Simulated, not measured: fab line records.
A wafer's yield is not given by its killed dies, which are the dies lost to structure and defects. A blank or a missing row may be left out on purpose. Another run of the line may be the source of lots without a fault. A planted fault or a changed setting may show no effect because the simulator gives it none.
Struck lot and sound lot, side by side / flow n5-finfet / 16 out of 1938 route steps
Sound: the wafers L359.1, L359.4, L359.5. Struck: wafer L378.4 (left out: L378.5, a lot-mate that was not struck); the cause follows at the end.
For every step that has rows: the tool of each side, followed by ch and its chambers, followed by its first start. Under that, the readings that differ: sound wafers / struck wafers / difference of the means / sigmas: that difference in standard deviations of wafers without a fault.
alike: readings with means less than 2 such deviations apart, plus words and numbers identical on both sides. not compared: withheld readings, readings lacking a value on some wafer, bounds such as >300 that could conceal the same value, and numbers that have no deviation in the record and whose values overlap.
The two part at a step that has a row with sigmas, a row that says differs or no value, or rows on one side only. Numbers that don't overlap but have no deviation are shown without sigmas and don't part them. Lack of a reading on every wafer of one side parts them only where that side has two or more wafers.

first, 8 steps without rows for these wafers: N5_BEOL_M5_ALD_86 (deposits TaN, pulse time 2 s, purge time 3 s, co reactant purge time 2 s); N5_BEOL_M5_SURFACE_TREAT_87; N5_BEOL_M5_CVD_47 (deposits Co from CCTBA/H2, target thk 3 nm, time 216 s); N5_BEOL_M5_SPUTTER_48 (material Cu, target thk 15 nm, time 27.62 s); N5_BEOL_M5_ANNEAL_49 (time 1800 s); N5_BEOL_M5_SPUTTER_81 (material Cu, target thk 15 nm, time 27.62 s); N5_BEOL_M5_ANNEAL_82 (time 1800 s); N5_BEOL_M5_SPUTTER_83 (material Cu, target thk 15 nm, time 27.62 s).
N5_BEOL_M5_ANNEAL_84: time 1800 s.
  sound: pvd-sputter-02 at day 9 16:29; struck: pvd-sputter-03 at day 15 09:23
  alike: heater-power-w, susceptor-temp-C
N5_BEOL_M5_SPUTTER_88: material Cu, target thk 15 nm, time 27.62 s.
  sound: pvd-sputter-02 at day 9 17:29; struck: pvd-sputter-03 at day 15 10:24
  alike: susceptor-temp-C, throttle-valve-pct
N5_BEOL_M5_ANNEAL_89: time 1800 s.
  sound: pvd-sputter-02 at day 9 17:34; struck: pvd-sputter-03 at day 15 10:29
reading=susceptor-temp-C (C); sound=399.83 399.70 399.54; struck=400.28; difference=+0.59; sigmas=+3
  alike: heater-power-w
N5_BEOL_M5_SPUTTER_90: material Cu, target thk 4.5 nm, time 8.29 s.
  sound: pvd-sputter-02 at day 9 18:35; struck: pvd-sputter-03 at day 15 11:29
  alike: susceptor-temp-C, throttle-valve-pct
N5_BEOL_M5_ECD_50: material Cu, target thk 300 nm.
  sound on ecd-cu-02 ch 0,1, day 9 18:42; struck on ecd-cu-01 ch 1, day 15 11:37
reading=model.Cu_of_BEOL_M5_ECD_50.thk-nm (nm); sound=300.6 299.6 297; struck=181.2; difference=-117.9; sigmas=
N5_BEOL_M5_ANNEAL_51: time 90 s.
  sound on rtp-anneal-01 ch 0, day 9 18:47; struck on rtp-anneal-01 ch 0, day 15 11:50
  alike: anneal-temp-c, wafer_temp_C_max
N5_BEOL_M5_CMP_52: polishes, stops on SiCOH lowk, t overpolish 6.9 s, target thk 62 nm.
  sound on cmp-03 ch 0,2, day 9 19:08; struck on cmp-01 ch 0, day 15 12:14
reading=time-to-endpoint-s (s); sound=66 69 64; struck=39; difference=-27; sigmas=-9
  alike: clearing-platen-down-force-psi, clearing-platen-rpm, motor-current-A, platen-rpm
N5_BEOL_M5_THK_MEAS_53: measures by xrf.
  sound: film-metro-01 at day 9 19:23; struck: film-metro-01 at day 15 12:31
  alike: M5_THK

== WHERE THEY PART ==
At N5_BEOL_M5_ANNEAL_89 first; at N5_BEOL_M5_CMP_52 last (within this record only). Later steps at which nothing parts them and some readings are alike: N5_BEOL_M5_THK_MEAS_53.

WHY: the cause the simulator had injected
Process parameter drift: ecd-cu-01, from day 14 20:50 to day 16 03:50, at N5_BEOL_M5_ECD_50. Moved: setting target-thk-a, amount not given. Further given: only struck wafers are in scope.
